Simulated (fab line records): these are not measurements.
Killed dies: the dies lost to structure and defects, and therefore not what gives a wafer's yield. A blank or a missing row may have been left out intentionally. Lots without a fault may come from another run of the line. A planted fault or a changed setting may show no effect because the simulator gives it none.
Matching of chambers ; flow n5-finfet ; 4 sister chambers for N5_SDB_ETCH_25 on rie-diel-05
The step etches SiO2 in C4F6/O2, target depth 10 nm, time 3.3 s. 4 wafers are shown with their chamber, then 7 later ones without.

## WAFERS PAIRED WITH THEIR CHAMBERS
wafer;chamber;rf-vpp-V (V)
L082.1;1;673
L085.6;2;670
L089.2;3;638
L089.5;0;673

## WAFERS WHOSE CHAMBER IS MISSING
wafer;rf-vpp-V (V)
L089.6;638
L090.2;675
L090.5;673
L090.6;674
L097.1;670
L097.2;638
L097.6;675

## THE CHAMBER EACH PASSED THROUGH
wafer;from the rows above;in truth
L089.6;3;3
L090.2;can't be placed: 0 or 1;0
L090.5;can't be placed: 0 or 1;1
L090.6;can't be placed: 0 or 1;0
L097.1;2;2
L097.2;3;3
L097.6;can't be placed: 0 or 1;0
Placed correctly: 3 of 7. From these rows, 4 cannot be placed; in 4 the true chamber is one of the candidates. Number placed wrongly: 0.
How it was worked out, from the rows above alone: a wafer's distance from a chamber is the root of the sum, over the readings, of the square of ((its reading less the chamber's mean) divided by the reading's scatter). If the next closest chamber is less than 2 further off than the closest, the wafer can't be placed; otherwise it belongs to the closest. A chamber's mean is the mean of its shown wafers. The scatter: with one shown wafer a chamber, the root of the mean of the squares of how far each hidden wafer lies from its nearest shown one.
